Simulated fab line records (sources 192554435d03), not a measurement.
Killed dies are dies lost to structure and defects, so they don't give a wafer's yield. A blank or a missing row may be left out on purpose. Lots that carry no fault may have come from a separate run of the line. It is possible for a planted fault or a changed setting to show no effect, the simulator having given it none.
A struck lot beside a sound one    flow n5-finfet    17 out of 1938 route steps
Sound: these wafers, L784.2, L784.3, L784.4. Struck: wafers L787.3, L787.4 (left out: L787.6, a lot-mate that was not struck); the cause follows at the end.
Per side, at each step with rows, come the tool, then ch with its chambers, and then its first start. Under that, the readings that differ: sound wafers    struck wafers    difference of the means    sigmas: that difference in standard deviations of wafers without a fault.
alike: readings with means less than 2 such deviations apart, plus words and numbers identical on both sides. not compared: withheld readings, readings lacking a value on some wafer, bounds such as >300 that could conceal the same value, and numbers that have no deviation in the record and whose values overlap.
A row with sigmas, a row that says differs or no value, or rows on one side alone: a step with any of these is where the two part. When numbers do not overlap yet have no deviation, they are printed without sigmas and do not part them. A reading that every wafer of one side lacks parts them only if that side has two wafers or more.

first, 3 steps without rows for these wafers: N5_BEOL_M5_ALD_86 (deposits TaN, pulse time 2 s, purge time 3 s, co reactant purge time 2 s); N5_BEOL_M5_SURFACE_TREAT_87; N5_BEOL_M5_CVD_47 (deposits Co from CCTBA/H2, target thk 3 nm, time 216 s).
N5_BEOL_M5_SPUTTER_48: material Cu, target thk 15 nm, time 27.62 s.
  sound: pvd-sputter-02 at day 10 09:31; struck: pvd-sputter-03 at day 11 06:52
  alike: throttle-valve-pct
N5_BEOL_M5_ANNEAL_49: time 1800 s.
  sound: pvd-sputter-02 at day 10 09:36; struck: pvd-sputter-03 at day 11 06:57
  alike: heater-power-w
then, 1 step without rows for these wafers: N5_BEOL_M5_SPUTTER_81 (material Cu, target thk 15 nm, time 27.62 s).
N5_BEOL_M5_ANNEAL_82: time 1800 s.
  sound: pvd-sputter-02 at day 10 10:41; struck: pvd-sputter-03 at day 11 08:02
  alike: heater-power-w
then, 3 steps without rows for these wafers: N5_BEOL_M5_SPUTTER_83 (material Cu, target thk 15 nm, time 27.62 s); N5_BEOL_M5_ANNEAL_84 (time 1800 s); N5_BEOL_M5_SPUTTER_88 (material Cu, target thk 15 nm, time 27.62 s).
N5_BEOL_M5_ANNEAL_89: time 1800 s.
  sound: pvd-sputter-02 at day 10 12:52; struck: pvd-sputter-03 at day 11 10:13
  alike: heater-power-w
then, 1 step without rows for these wafers: N5_BEOL_M5_SPUTTER_90 (material Cu, target thk 4.5 nm, time 8.29 s).
N5_BEOL_M5_ECD_50: material Cu, target thk 300 nm.
  sound on ecd-cu-01 ch 0,1, day 10 13:59; struck on ecd-cu-01 ch 0,1, day 11 11:22
reading                                 sound          struck     difference  sigmas
model.Cu_of_BEOL_M5_ECD_50.thk-nm (nm)  299 293 296.8  441.4 443  +145.9      
N5_BEOL_M5_ANNEAL_51: time 90 s.
  sound on rtp-anneal-01 ch 0, day 10 14:07; struck on rtp-anneal-01 ch 0, day 11 11:31
  alike: wafer_temp_C_max
N5_BEOL_M5_CMP_52: polishes, stops on SiCOH lowk, t overpolish 6.9 s, target thk 62 nm.
  sound on cmp-03 ch 0,1,3, day 10 14:22; struck on cmp-03 ch 0,3, day 11 11:43
reading                 sound           struck     difference  sigmas
time-to-endpoint-s (s)  60.9 61.8 61.4  92.0 90.9  +30.1       +11
  alike: clearing-platen-down-force-psi, motor-current-A
N5_BEOL_M5_THK_MEAS_53: measures by xrf.
  sound: film-metro-02 at day 10 14:40; struck: film-metro-01 at day 11 12:01
  alike: M5_THK
-- record jumps: 4 days separate the struck wafers' starts on either side; left off in module BEOL_M5, taken up again in module PASSIVATION, whose first shown step is the route's number 1936 --
N5_PASSIVATION_PROBE_49:
  rows exist in the record for the struck wafers here (prober-02, day 15 03:07), but not for the sound ones

## WHERE THEY PART
Earliest at N5_BEOL_M5_CMP_52; latest, in this record, at N5_PASSIVATION_PROBE_49.

WHY: what the simulator had put in
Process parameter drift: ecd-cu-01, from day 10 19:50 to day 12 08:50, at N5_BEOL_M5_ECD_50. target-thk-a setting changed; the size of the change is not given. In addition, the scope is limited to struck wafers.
